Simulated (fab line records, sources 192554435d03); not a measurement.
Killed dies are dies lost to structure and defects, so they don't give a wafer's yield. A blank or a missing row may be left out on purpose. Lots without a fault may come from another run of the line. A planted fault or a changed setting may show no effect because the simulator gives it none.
Chamber matching | flow n5_finfet | N5_BEOL_M1_ETCH_69 on rie_diel-01: 3 sister chambers
The step etches SiARC in CF4, target depth 15.6 nm, time 26 s. 3 wafers are shown with their chamber, then 10 later ones without.

WAFERS WITH THEIR CHAMBER
wafer  | chamber | drypump_motor_current_A (A)
L091.2 | 2       | 5.2
L092.1 | 3       | 6.0
L092.2 | 1       | 6.4

WAFERS WITHOUT THEIR CHAMBER
wafer  | drypump_motor_current_A (A)
L092.5 | 5.1
L093.1 | 6.0
L093.2 | 6.4
L093.5 | 6.4
L095.1 | 6.0
L095.3 | 5.2
L095.6 | 6.0
L096.2 | 5.2
L096.5 | 6.0
L096.6 | 5.2

WHICH CHAMBER EACH WENT THROUGH
wafer  | from the rows above | in truth
L092.5 | 2                   | 2
L093.1 | 3                   | 3
L093.2 | 1                   | 1
L093.5 | 1                   | 1
L095.1 | 3                   | 3
L095.3 | 2                   | 2
L095.6 | 3                   | 3
L096.2 | 2                   | 2
L096.5 | 3                   | 3
L096.6 | 2                   | 2
Placed correctly: 10 of 10. Can't be placed from these rows: 0. Placed wrongly: 0.
How it was worked out, from the rows above alone: a wafer's distance from a chamber is the root of the sum, over the readings, of the square of ((its reading less the chamber's mean) divided by the reading's scatter). The wafer belongs to the nearest chamber; if the next one is less than 2 further off, it can't be placed. A chamber's mean is the mean of its shown wafers. The scatter: with one shown wafer a chamber, the root of the mean of the squares of how far each hidden wafer lies from its nearest shown one.
